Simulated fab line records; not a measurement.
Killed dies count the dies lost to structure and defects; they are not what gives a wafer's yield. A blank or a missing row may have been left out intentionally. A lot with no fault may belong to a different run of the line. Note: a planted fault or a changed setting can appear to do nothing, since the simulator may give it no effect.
fab line records	flow n5-finfet
record: lots: 5	wafers: 15	last-day: 17
route steps=1938 shown BEOL_M4@1099 BEOL_M5@1112 BEOL_M7@1301 PASSIVATION@1936
lots that met no fault: from a run of the same line without faults
start-h: the number of hours between the record's first day and the start of the first shown wafer of the lot	wait-h: hours since the lot's step before	" as in the row above	L1.1+2: one row covering several wafers at once	- no value, or no start given	* or withheld: withheld	< > ~ a bound
route shown NAME@n: NAME is a module with steps in the file, n the number in the route of the first one	usual: mean and standard deviation over wafers with no fault	same: alike in all rows	chamber/n: place in a boat	sites: the reading at each site	_std_site: their standard deviation	_edge_site: inner sites' mean taken away from outer sites' mean	radius-mm: how far each site lies from the wafer's centre	mask NAME#n: copy n	behind: tool/chamber where the wafer was last shaped	hold: the reason the lot was held/the length of the hold in hours/how it ended	device: names the non-switching transistor (n, p or np)	end of line: the route-end tests of the same wafers	for a step that has no rows: nothing shown but its recipe	killed: not the wafer's yield, but the dies lost to structure and defects at the first sort	map: dies across one wafer; x = killed, . = not, _ = none there
set.NAME: the run value of the setting; set.NAME@STEP: its run value at that earlier step	model.NAME: the simulator's own value behind a step, which no gauge read
certain route steps with their lots: each step a table, each wafer a row
services: from which hour (start-h, from the record's first day; less than 0 if before it) a tool's chamber was out of use, for how many hours, and why
== steps ==
step: N5_BEOL_M4_ANNEAL_95
recipe: temp-c: 400	time-s: 240	ambient: vacuum
step: N5_BEOL_M4_SPUTTER_96
recipe: material: Cu	target-thk-a: 45	temp-c: -20	chamber-pressure-pa: 0.07	power-w: withheld	time-s: 8.29
step: N5_BEOL_M4_ECD_50
recipe: material: Cu	target-thk-a: 3000
step: N5_BEOL_M4_ANNEAL_51
recipe: temp-c: 225	time-s: 90	ambient: N2
step: N5_BEOL_M4_CMP_52
recipe: stop-on: SiOC	t-overpolish-s: 6.8	down-force-psi: 1	platen-rpm: 50	clearing-platen-down-force-psi: 1.5	clearing-platen-rpm: 50	post-cmp-clean: cu-alkaline	target-thk-nm: 40	clearing-platen-pad-velocity-m-s: 0.99484	pad-velocity-m-s: 0.99484
step: N5_BEOL_M4_PRE_CLEAN_60
recipe: gas: NH3/H2	time-s: 15	temp-c: *	rf-power-w: 300
step: N5_BEOL_M4_CO_CAP_55
recipe: material: Co	target-thk-a: 20	temp-c: 200	precursor: CCTBA/H2	pressure-torr: 30	time-s: 102.1
step: N5_BEOL_M4_PRE_CLEAN_56
recipe: gas: NH3	time-s: 15	temp-c: withheld	rf-power-w: 300
step: N5_BEOL_M4_DEP_57
recipe: material: SiCN	target-thk-a: 80	temp-c: withheld	precursor: 3MS/NH3	pressure-torr: 3	rf-w: 202	time-s: 14
step: N5_BEOL_M4_RC_MEAS_101
usual: DIBL_N: 35.9/1.4	DIBL_P: 35.9/1.7	IOFF_N: 0.160/0.026	IOFF_P: 0.21/0.036	ION_N: 672/11	ION_P: 461/8.1	SS_N: 71.4/0.54	SS_P: 73.2/0.67	VT_N: 249.3/2.7	VT_P: -250/3.9
lot.wafer	tool	chamber	start-h	wait-h	DIBL_N[mV/V]	DIBL_P[mV/V]	IOFF_N[nA/um]	IOFF_P[nA/um]	ION_N[uA/um]	ION_P[uA/um]	SS_N[mV/dec]	SS_P[mV/dec]	VT_N[mV]	VT_P[mV]
L687.2	prober-01	0	161.78	0.2	36.8	37.7	0.200	0.31	685	476	72.0	74.3	247.4	-240
L687.4	"	0	"	"	35.4	35.9	0.170	0.26	678	475	71.1	73.8	245.1	-245
L687.5	"	0	"	"	36.1	36.6	0.182	0.28	680	474	71.8	73.4	247.2	-244
L704.1	prober-02	0	260.94	0.0	35.9	34.7	0.152	0.22	664	459	71.1	73.4	249.3	-249
L704.2	"	0	"	"	37.0	36.9	0.172	0.27	663	461	71.4	73.1	246.3	-247
L704.3	"	0	"	"	35.3	35.3	0.155	0.24	676	473	70.9	72.8	247.6	-245
L703.3	prober-01	0	266.15	0.3	36.5	33.9	0.162	0.19	663	448	72.6	72.6	252.6	-253
L703.4	"	0	"	"	35.8	34.6	0.165	0.19	675	454	72.0	73.0	249.6	-252
L703.5	"	0	"	"	36.2	34.7	0.167	0.20	662	455	71.4	73.5	249.7	-250
L705.3	prober-01	0	276.71	0.3	33.5	34.0	0.117	0.17	658	454	71.0	71.9	252.2	-251
L705.5	"	0	"	"	36.8	36.8	0.183	0.21	661	453	72.2	72.8	247.1	-247
L705.6	"	0	"	"	35.8	35.9	0.159	0.20	665	457	71.8	72.4	249.5	-250
L709.2	prober-01	0	309.85	0.2	34.5	35.1	0.159	0.19	681	463	71.0	73.0	249.1	-252
L709.3	"	0	"	"	35.1	37.1	0.174	0.22	690	470	71.7	73.1	246.4	-252
L709.6	"	0	"	"	34.4	35.6	0.158	0.20	682	466	71.4	72.7	248.8	-251
step: N5_BEOL_M5_ILD_DEP_00
recipe: material: SiCOH_lowk	target-thk-a: 1406.4	temp-c: 300	precursor: DEMS/porogen	pressure-torr: 5	rf-w: 500	time-s: 25.9
step: N5_BEOL_M5_CURE_79
recipe: temp-c: 385	time-s: 240	ambient: He/Ar	material: SiCOH_lowk
step: N5_BEOL_M5_PECVD_70
recipe: material: SiO2	target-thk-a: 160	temp-c: 400	precursor: TEOS/O2	pressure-torr: 5.5	rf-w: 450	teos-flow-sccm: 53.8	gas: O2	flow-sccm: 3000	time-s: 18
step: N5_BEOL_M5_HM_DEP_02
recipe: material: TiN	target-thk-a: 200	temp-c: 25	chamber-pressure-pa: 0.49996
step: N5_BEOL_M5_COAT_59
recipe: resist: SOC	temp-c: 250	time-s: 60	spin-rpm: 1500	resist-thk-nm: 60
step: N5_BEOL_M5_COAT_60
recipe: resist: SiARC	temp-c: 220	time-s: 60	spin-rpm: 1500	resist-thk-nm: 12
step: N5_BEOL_M5_COAT_71
recipe: resist: underlayer	temp-c: 205	time-s: 60	spin-rpm: 1500	resist-thk-nm: 5
step: N5_BEOL_M5_COAT_05
recipe: resist: CAR-EUV	spin-rpm: 1500	resist-thk-nm: 30
step: N5_BEOL_M5_EBR_07
recipe: solvent: PGMEA	ebr-width-mm: 1.5
step: N5_BEOL_M5_SOFTBAKE_06
recipe: temp-c: 110	time-s: 60	resist: CAR-EUV
step: N5_BEOL_M5_EXPOSE_08
recipe: mask-id: M5	na: 0.33	source-shape: annular	sigma-inner: 0.4	sigma-outer: 0.8	polarization: unpolarized	target-cd-nm: 28	dose-mj: 35.75
step: N5_BEOL_M5_PEB_09
recipe: peb-temp-c: 100	peb-time-s: 60	resist: CAR-EUV
step: N5_BEOL_M5_DEVELOP_10
recipe: develop-time-s: 30	developer: TMAH	resist: CAR-EUV	rinse-liquid: surfactant-rinse	dry: air-spin	dev-temp-c: 23
step: N5_BEOL_M5_DESCUM_16
recipe: chemistry: O2	time-s: 7	source-power-w: 50	bias-power-w: 20	pressure-mtorr: 20	rf-frequency-hz: 2.712e+07	temp-c: 40	resist: CAR-EUV	o2-flow-sccm: 225
step: N5_BEOL_M5_ETCH_72
recipe: chemistry: N2/H2	target: underlayer	target-depth-a: 65	mask-material: CAR-EUV	time-s: 5.2	ion-energy-ev: 200	pressure-mtorr: 30	source-w: 840	bias-w: 150	n2-flow-sccm: 200	h2-flow-sccm: 200	ends: cleared
step: N5_BEOL_M5_ETCH_61
recipe: chemistry: CF4	target: SiARC	target-depth-a: 156	mask-material: CAR-EUV	time-s: 26	ion-energy-ev: 80	pressure-mtorr: 40	source-w: 545	bias-w: 36	Ar_flow_sccm: 100	cf4-flow-sccm: 100	ends: cleared
step: N5_BEOL_M5_ETCH_62
recipe: chemistry: N2/H2	target: SOC	target-depth-a: 750	overetch-a: 150	mask-material: SiARC	temp-c: 40	time-s: 112.5	ion-energy-ev: 200	pressure-mtorr: 30	source-w: 840	bias-w: 150	n2-flow-sccm: 200	h2-flow-sccm: 200
step: N5_BEOL_M5_STRIP_63
recipe: chemistry: N2/H2	temp-c: 40	n2-flow-sccm: 200	h2-flow-sccm: 200	rf-frequency-hz: 6e+07
step: N5_BEOL_M5_STRIP_73
recipe: chemistry: N2/H2	temp-c: 40	n2-flow-sccm: 200	h2-flow-sccm: 200	rf-frequency-hz: 6e+07
step: N5_BEOL_M5_STRIP_64
recipe: chemistry: CF4	resist: SiARC	power-w: 300	bias-power-w: 75	pressure-mtorr: 50	cf4-flow-sccm: 150	rf-frequency-hz: 6e+07
step: N5_BEOL_M5_HM_OPEN_17
recipe: chemistry: Cl2/BCl3	target-depth-a: 200	overetch-a: 60	target: TiN	mask-material: SOC	ion-energy-ev: 150	pressure-mtorr: 10	icp-w: 1000	bias-w: 126	Cl2_flow_sccm: 53.25	bcl3-flow-sccm: 21.75	Ar_flow_sccm: 25
step: N5_BEOL_M5_STRIP_19
recipe: chemistry: O2	power-w: 400	temp-c: 40	pressure-mtorr: 30	rf-frequency-hz: 6e+07	bias-power-w: 0	overash-fraction: 0.2	o2-flow-sccm: 225
step: N5_BEOL_M5_COAT_65
recipe: resist: SOC	temp-c: 250	time-s: 60	spin-rpm: 1500	resist-thk-nm: 60
step: N5_BEOL_M5_COAT_66
recipe: resist: SiARC	temp-c: 220	time-s: 60	spin-rpm: 1500	resist-thk-nm: 12
step: N5_BEOL_M7_ETCH_65
recipe: chemistry: CF4	target: SiARC	target-depth-a: 156	mask-material: CAR-EUV	time-s: 26	ion-energy-ev: 80	pressure-mtorr: 40	source-w: 545	bias-w: 36	Ar_flow_sccm: 100	cf4-flow-sccm: 100	ends: cleared
usual: bias-w: 35.99/0.1	cf4-flow-sccm: 100.0/0.32	drypump-motor-current-A: 5.8/0.46	etch-rf-on-time-s: 26.0/0.7	mfc-ar-sccm: 100.02/0.28	oes-product-au: 0.67/0.08	rf-fwd-power-W: 532.1/2.2	rf-vpp-V: 184.4/1.1	showerhead-plenum-p-Torr: 2.17/0.056	throttle-valve-pct: 15.6/0.35
lot.wafer	tool	chamber	start-h	wait-h	bias-w	cf4-flow-sccm	drypump-motor-current-A	etch-rf-on-time-s	mfc-ar-sccm	oes-product-au	rf-fwd-power-W	rf-hours-counter-h	rf-vpp-V	showerhead-plenum-p-Torr	throttle-valve-pct	model.CAR-EUV_of_BEOL_M7_COAT_22.thk-nm
L687.2	rie-diel-02	0	191.45	0.0	36.05	100.1	5.1	26.9	100.25	0.58	529.0	203	185.2	2.11	15.9	11.2
L687.4	"	2	"	"	35.96	100.0	6.6	25.9	99.70	0.76	532.1	-	183.7	2.19	15.1	11.2
L687.5	"	0	"	"	36.07	100.0	5.1	26.6	100.01	0.59	530.6	-	184.1	2.11	15.9	11.2
L704.1	rie-diel-03	3	285.32	0.0	-	-	-	-	-	-	-	-	-	-	-	20.2
L704.2	"	1	"	"	-	-	-	-	-	-	-	-	-	-	-	20
L704.3	"	2	"	"	-	-	-	-	-	-	-	-	-	-	-	20.2
L703.3	rie-diel-02	2	291.11	0.0	-	-	-	-	-	-	-	-	-	-	-	20.4
L703.4	"	0	"	"	-	-	-	-	-	-	-	-	-	-	-	20.4
L703.5	"	2	"	"	-	-	-	-	-	-	-	-	-	-	-	20.6
L705.3	rie-diel-04	3	299.82	0.0	-	-	-	-	-	-	-	-	-	-	-	20.4
L705.5	"	2	"	"	-	-	-	-	-	-	-	-	-	-	-	20.4
L705.6	"	1	"	"	-	-	-	-	-	-	-	-	-	-	-	20.4
L709.2	rie-diel-02	1	340.58	0.0	35.93	100.1	5.4	25.6	100.06	0.68	533.1	119	183.9	2.15	15.3	11.2
L709.3	"	3	"	"	35.80	100.2	6.6	25.9	99.51	0.71	528.8	83	184.5	2.24	15.5	11.2
L709.6	"	2	"	"	36.17	100.1	6.6	26.0	99.81	0.70	531.8	-	183.0	2.17	15.2	11.2
step: N5_BEOL_M7_ETCH_66
recipe: chemistry: N2/H2	target: SOC	target-depth-a: 800	overetch-a: 160	mask-material: SiARC	temp-c: 40	time-s: 120	ion-energy-ev: 200	pressure-mtorr: 30	source-w: 840	bias-w: 150	n2-flow-sccm: 200	h2-flow-sccm: 200
usual: bias-w: 150.0/0.44	chamber-pressure-mTorr: 30.002/0.027	drypump-motor-current-A: 5.8/0.46	oes-product-au: 0.60/0.063	rf-fwd-power-W: 835.3/2.6	rf-vpp-V: 524.9/2.1	showerhead-plenum-p-Torr: 2.58/0.075	throttle-valve-pct: 17.76/0.28
lot.wafer	tool	chamber	start-h	wait-h	bias-w	chamber-pressure-mTorr	drypump-motor-current-A	oes-product-au	rf-fwd-power-W	rf-hours-counter-h	rf-vpp-V	showerhead-plenum-p-Torr	throttle-valve-pct
L687.2	rie-diel-02	0	191.48	0.0	150.1	30.018	5.1	0.54	835.5	203	524.7	2.51	18.17
L687.4	"	2	"	"	149.2	30.009	6.6	0.68	835.4	-	524.7	2.61	17.49
L687.5	"	0	"	"	149.4	30.051	5.1	0.53	833.5	-	523.1	2.51	18.16
L704.1	rie-diel-03	3	285.35	0.0	150.3	30.006	5.7	0.32	838.6	65	526.1	2.69	17.52
L704.2	"	1	"	"	150.4	29.950	6.0	0.27	835.9	201	521.2	2.41	17.91
L704.3	"	2	"	"	149.5	30.011	5.0	0.29	831.2	133	524.1	2.53	17.81
L703.3	rie-diel-02	2	291.14	0.0	150.1	29.954	6.6	0.31	831.0	57	524.6	2.60	17.51
L703.4	"	0	"	"	149.6	29.981	5.1	0.26	833.7	235	524.2	2.50	18.20
L703.5	"	2	"	"	149.2	30.018	6.7	0.31	836.3	-	525.1	2.59	17.49
L705.3	rie-diel-04	3	299.85	0.0	149.5	30.002	5.7	0.35	835.2	31	525.5	2.61	17.30
L705.5	"	2	"	"	149.6	30.036	5.7	0.26	833.7	-	527.0	2.62	18.02
L705.6	"	1	"	"	149.7	29.995	6.3	0.27	837.1	-	526.8	2.62	17.56
L709.2	rie-diel-02	1	340.61	0.0	150.7	30.004	5.4	0.60	832.5	119	522.4	2.56	17.54
L709.3	"	3	"	"	149.8	29.986	6.6	0.63	833.8	83	527.7	2.69	17.77
L709.6	"	2	"	"	149.9	30.025	6.6	0.63	836.3	-	525.2	2.59	17.59
step: N5_PASSIVATION_PROBE_49
usual: defect-limited-yield: 90.9/1.5	killed_at_M0_to_M3: 35/10	killed_at_M4_up: 14/5.2	killed-at-contacts: 13/7.3	killed-at-front-end: 42/12	killed-at-other: 3.4/2.5	killed-dies: 108/18	killed-on-rim: 14/4.2	killed-open: 70/13	killed-short: 35/8	sort_bin_5_function: 5.4/1	sort_bin_6_memory: 3.4/0.71	sort-n-pass: 1072/18	sort-yield-pct: 90.9/1.5
same: gross-dies: 1180	killed-at-back-side: 0	sort_bin_4_leakage[%]: 0	sort_bin_8_speed[%]: 0
lot.wafer	tool	chamber	start-h	wait-h	defect-limited-yield[%]	killed_at_M0_to_M3	killed_at_M4_up	killed-at-contacts	killed-at-front-end	killed-at-other	killed-dies	killed-on-rim	killed-open	killed-short	sort_bin_5_function[%]	sort_bin_6_memory[%]	sort-n-pass	sort-yield-pct[%]
L704.1	prober-02	-	367.02	0.0	0	38	1083	16	43	0	1180	152	76	35	96.0	3.2	0	0
L704.2	prober-02	-	367.07	0.1	0	46	1075	21	38	0	1180	152	83	34	95.5	4.1	0	0
L704.3	prober-02	-	367.12	0.1	0	39	1062	18	58	3	1180	152	84	44	95.8	4.0	0	0
L703.3	prober-02	-	376.67	0.1	0	54	1079	13	28	6	1180	152	73	33	96.6	3.1	0	0
L703.4	prober-02	-	376.72	0.2	0	52	1065	15	47	1	1180	152	88	45	95.6	4.2	0	0
L703.5	prober-02	-	376.77	0.2	0	47	1091	19	22	1	1180	152	70	39	95.8	4.1	0	0
L705.3	prober-02	-	382.09	0.1	0	31	1075	17	52	5	1180	152	74	42	95.9	3.4	0	0
L705.5	prober-02	-	382.19	0.2	0	22	1092	9	54	3	1180	152	60	37	97.2	2.5	0	0
L705.6	prober-02	-	382.24	0.3	0	27	1103	10	35	5	1180	152	48	32	96.5	3.0	0	0
killed by level:class
L704.1 BEOL_M7:area-etch=1069 FIN_SAQP:geometric-particle:open=16 MOL_CONTACT_COAG:geometric-particle:open=13 BEOL_M0_SAQP:geometric-particle:short=13 BEOL_M0_SAQP:geometric-particle:open=9 BEOL_M4:geometric-particle:open=7 BEOL_M2:geometric-particle:open=7 STI_FIN_REVEAL:geometric-particle:open=6
L704.2 BEOL_M7:area-etch=1062 MOL_CONTACT_COAG:geometric-particle:open=17 BEOL_M2:geometric-particle:open=14 FIN_SAQP:geometric-particle:open=9 BEOL_M0_SAQP:geometric-particle:short=9 BEOL_M3:geometric-particle:open=7 BEOL_M0_SAQP:geometric-particle:open=6 DUMMY_GATE:geometric-particle:open=5
L704.3 BEOL_M7:area-etch=1050 FIN_SAQP:geometric-particle:open=23 MOL_CONTACT_COAG:geometric-particle:open=14 BEOL_M2:geometric-particle:open=11 FIN_SAQP:geometric-particle:short=9 DUMMY_GATE:geometric-particle:open=9 BEOL_M0_SAQP:geometric-particle:short=7 BEOL_M1:geometric-particle:open=5
L703.3 BEOL_M7:area-etch=1073 BEOL_M1:geometric-particle:open=18 BEOL_M0_SAQP:geometric-particle:open=9 MOL_CONTACT_COAG:geometric-particle:open=8 BEOL_M2:geometric-particle:open=8 BEOL_M0_SAQP:geometric-particle:short=7 DUMMY_GATE:geometric-particle:open=6 GATE_CUT:geometric-particle:short=5
L703.4 BEOL_M7:area-etch=1045 BEOL_M0_SAQP:geometric-particle:short=18 STI_FIN_REVEAL:geometric-particle:open=17 BEOL_M0_SAQP:geometric-particle:open=14 MOL_CONTACT_COAG:geometric-particle:open=13 BEOL_M4:geometric-particle:open=8 FIN_SAQP:geometric-particle:short=7 FIN_SAQP:geometric-particle:open=7
L703.5 BEOL_M7:area-etch=1070 MOL_CONTACT_COAG:geometric-particle:open=17 BEOL_M0_SAQP:geometric-particle:short=16 BEOL_M4:geometric-particle:open=14 BEOL_M0_SAQP:geometric-particle:open=7 BEOL_M1:geometric-particle:open=6 BEOL_M1:geometric-particle:short=4 BEOL_M3:geometric-particle:short=4
L705.3 BEOL_M7:area-etch=1063 STI_FIN_REVEAL:geometric-particle:open=15 MOL_CONTACT_COAG:geometric-particle:open=11 FIN_SAQP:geometric-particle:short=10 FIN_SAQP:geometric-particle:open=8 BEOL_M1:geometric-particle:open=8 GATE_CUT:geometric-particle:short=7 BEOL_M0_SAQP:geometric-particle:open=7
L705.5 BEOL_M7:area-etch=1082 STI_FIN_REVEAL:geometric-particle:open=12 GATE_CUT:geometric-particle:open=6 MOL_CONTACT_COAG:geometric-particle:open=6 BEOL_M1:geometric-particle:short=6 DUMMY_GATE:geometric-particle:open=5 GATE_CUT:geometric-particle:short=5 ILD0:geometric-particle:open=4
L705.6 BEOL_M7:area-etch=1097 MOL_CONTACT_COAG:geometric-particle:open=8 BEOL_M1:geometric-particle:open=7 BEOL_M1:geometric-particle:short=6 DUMMY_GATE:geometric-particle:open=5 GATE_CUT:geometric-particle:short=5 BEOL_M5:geometric-particle:open=4 STARTING-WAFER:geometric-particle:short=4
map L703.3 (x killed, . not)
_________________xxxxxxxxxxxx________________
______________xxxxxxxxxxxxxxxxxx_____________
___________xxxxxxxxxxxxxxxxxxxxxxxx__________
__________xxxxxxxxxxxxxxxxxxxxxxxxxx_________
________xxxxxxxxxxxxxxxxxxxxxxxxxxxxxx_______
_______xxxxxxxxxxxxxxxxxxxxxxxxxxxxxxxx______
______xxxxxxxxxxxxxxxxxxxxxxxxxxxxxxxxxx_____
_____xxxxxxxxxxxxxxxxxxxxxxxxxxxxxxxxxxxx____
____xxxxxxxxxxxxxxxxxxxxxxxxxxxxxxxxxxxxxx___
___xxxxxxxxxxxxxxxxxxxxxxxxxxxxxxxxxxxxxxxx__
___xxxxxxxxxxxxxxxxxxxxxxxxxxxxxxxxxxxxxxxx__
__xxxxxxxxxxxxxxxxxxxxxxxxxxxxxxxxxxxxxxxxxx_
__xxxxxxxxxxxxxxxxxxxxxxxxxxxxxxxxxxxxxxxxxx_
_xxxxxxxxxxxxxxxxxxxxxxxxxxxxxxxxxxxxxxxxxxxx
_xxxxxxxxxxxxxxxxxxxxxxxxxxxxxxxxxxxxxxxxxxxx
_xxxxxxxxxxxxxxxxxxxxxxxxxxxxxxxxxxxxxxxxxxxx
_xxxxxxxxxxxxxxxxxxxxxxxxxxxxxxxxxxxxxxxxxxxx
_xxxxxxxxxxxxxxxxxxxxxxxxxxxxxxxxxxxxxxxxxxxx
_xxxxxxxxxxxxxxxxxxxxxxxxxxxxxxxxxxxxxxxxxxxx
_xxxxxxxxxxxxxxxxxxxxxxxxxxxxxxxxxxxxxxxxxxxx
_xxxxxxxxxxxxxxxxxxxxxxxxxxxxxxxxxxxxxxxxxxxx
__xxxxxxxxxxxxxxxxxxxxxxxxxxxxxxxxxxxxxxxxxx_
__xxxxxxxxxxxxxxxxxxxxxxxxxxxxxxxxxxxxxxxxxx_
___xxxxxxxxxxxxxxxxxxxxxxxxxxxxxxxxxxxxxxxx__
___xxxxxxxxxxxxxxxxxxxxxxxxxxxxxxxxxxxxxxxx__
____xxxxxxxxxxxxxxxxxxxxxxxxxxxxxxxxxxxxxx___
_____xxxxxxxxxxxxxxxxxxxxxxxxxxxxxxxxxxxx____
______xxxxxxxxxxxxxxxxxxxxxxxxxxxxxxxxxx_____
_______xxxxxxxxxxxxxxxxxxxxxxxxxxxxxxxx______
________xxxxxxxxxxxxxxxxxxxxxxxxxxxxxx_______
__________xxxxxxxxxxxxxxxxxxxxxxxxxx_________
___________xxxxxxxxxxxxxxxxxxxxxxxx__________
______________xxxxxxxxxxxxxxxxxx_____________
_________________xxxxxxxxxxxx________________
map L704.1 (x killed, . not)
_________________xxxxxxxxxxxx________________
______________xxxxxxxxxxxxxxxxxx_____________
___________xxxxxxxxxxxxxxxxxxxxxxxx__________
__________xxxxxxxxxxxxxxxxxxxxxxxxxx_________
________xxxxxxxxxxxxxxxxxxxxxxxxxxxxxx_______
_______xxxxxxxxxxxxxxxxxxxxxxxxxxxxxxxx______
______xxxxxxxxxxxxxxxxxxxxxxxxxxxxxxxxxx_____
_____xxxxxxxxxxxxxxxxxxxxxxxxxxxxxxxxxxxx____
____xxxxxxxxxxxxxxxxxxxxxxxxxxxxxxxxxxxxxx___
___xxxxxxxxxxxxxxxxxxxxxxxxxxxxxxxxxxxxxxxx__
___xxxxxxxxxxxxxxxxxxxxxxxxxxxxxxxxxxxxxxxx__
__xxxxxxxxxxxxxxxxxxxxxxxxxxxxxxxxxxxxxxxxxx_
__xxxxxxxxxxxxxxxxxxxxxxxxxxxxxxxxxxxxxxxxxx_
_xxxxxxxxxxxxxxxxxxxxxxxxxxxxxxxxxxxxxxxxxxxx
_xxxxxxxxxxxxxxxxxxxxxxxxxxxxxxxxxxxxxxxxxxxx
_xxxxxxxxxxxxxxxxxxxxxxxxxxxxxxxxxxxxxxxxxxxx
_xxxxxxxxxxxxxxxxxxxxxxxxxxxxxxxxxxxxxxxxxxxx
_xxxxxxxxxxxxxxxxxxxxxxxxxxxxxxxxxxxxxxxxxxxx
_xxxxxxxxxxxxxxxxxxxxxxxxxxxxxxxxxxxxxxxxxxxx
_xxxxxxxxxxxxxxxxxxxxxxxxxxxxxxxxxxxxxxxxxxxx
_xxxxxxxxxxxxxxxxxxxxxxxxxxxxxxxxxxxxxxxxxxxx
__xxxxxxxxxxxxxxxxxxxxxxxxxxxxxxxxxxxxxxxxxx_
__xxxxxxxxxxxxxxxxxxxxxxxxxxxxxxxxxxxxxxxxxx_
___xxxxxxxxxxxxxxxxxxxxxxxxxxxxxxxxxxxxxxxx__
___xxxxxxxxxxxxxxxxxxxxxxxxxxxxxxxxxxxxxxxx__
____xxxxxxxxxxxxxxxxxxxxxxxxxxxxxxxxxxxxxx___
_____xxxxxxxxxxxxxxxxxxxxxxxxxxxxxxxxxxxx____
______xxxxxxxxxxxxxxxxxxxxxxxxxxxxxxxxxx_____
_______xxxxxxxxxxxxxxxxxxxxxxxxxxxxxxxx______
________xxxxxxxxxxxxxxxxxxxxxxxxxxxxxx_______
__________xxxxxxxxxxxxxxxxxxxxxxxxxx_________
___________xxxxxxxxxxxxxxxxxxxxxxxx__________
______________xxxxxxxxxxxxxxxxxx_____________
_________________xxxxxxxxxxxx________________
== services ==
tool	chamber	start-h	hours	kind
rie-diel-03	2	175.88	5.3	repair
rie-diel-04	3	179.20	-	clean
rie-diel-04	3	179.20	-	consumable-replace:focus-ring
rie-diel-04	3	179.20	17.8	scheduled-down
rie-diel-04	3	179.20	17.8	vent-cycle
rie-diel-02	3	190.09	4.6	repair
rie-diel-03	0	236.50	2.5	repair
rie-diel-04	1	264.02	3.2	repair
rie-diel-02	1	266.25	1.6	repair
rie-diel-04	-	301.12	28.1	pm
rie-diel-02	0	307.62	3.9	repair
rie-diel-02	0	333.52	-	clean
rie-diel-02	0	333.52	-	consumable-replace:focus-ring
rie-diel-02	0	333.52	15.5	scheduled-down
rie-diel-02	0	333.52	15.5	vent-cycle
== key ==
first-sign: step: N5_BEOL_M7_ETCH_65	reading: tool-record	direction: missing
effect: step: N5_BEOL_M7_ETCH_66	reading: oes-product-au	direction: down	sigmas: 4.8	usual: 0.60	struck: 0.29
effect: step: N5_PASSIVATION_PROBE_49	reading: killed_at_M4_up	direction: up	sigmas: 99+	usual: 14	struck: 1081
model-effect: step: N5_BEOL_M7_ETCH_65	value: CAR-EUV_of_BEOL_M7_COAT_22.thk-nm	without: 11.11	struck: 20.33
more-kills-born-at: N5_BEOL_M7_ETCH_65@rie-diel-04: 3242	N5_BEOL_M7_ETCH_65@rie-diel-02: 3188	N5_BEOL_M7_ETCH_65@rie-diel-03: 3181
met-at N5_BEOL_M7_ETCH_65
struck-wafers L703.3,L703.4,L703.5,L704.1,L704.2,L704.3,L705.3,L705.5,L705.6
later-rows-left-out L703.3,L703.4,L703.5,L704.1,L704.2,L704.3,L705.3,L705.5,L705.6
onset-between 191.45 285.32
fault: kind: skipped-step-whole	tool: rie-diel-02,rie-diel-03,rie-diel-04	chamber: -	onset-h: 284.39	steps: N5_BEOL_M7_ETCH_65	scope: struck-lots-only
later-rows-left-out: the simulator's readings of these wafers behind a module that went badly wrong aren't trusted and aren't shown, but for the sort
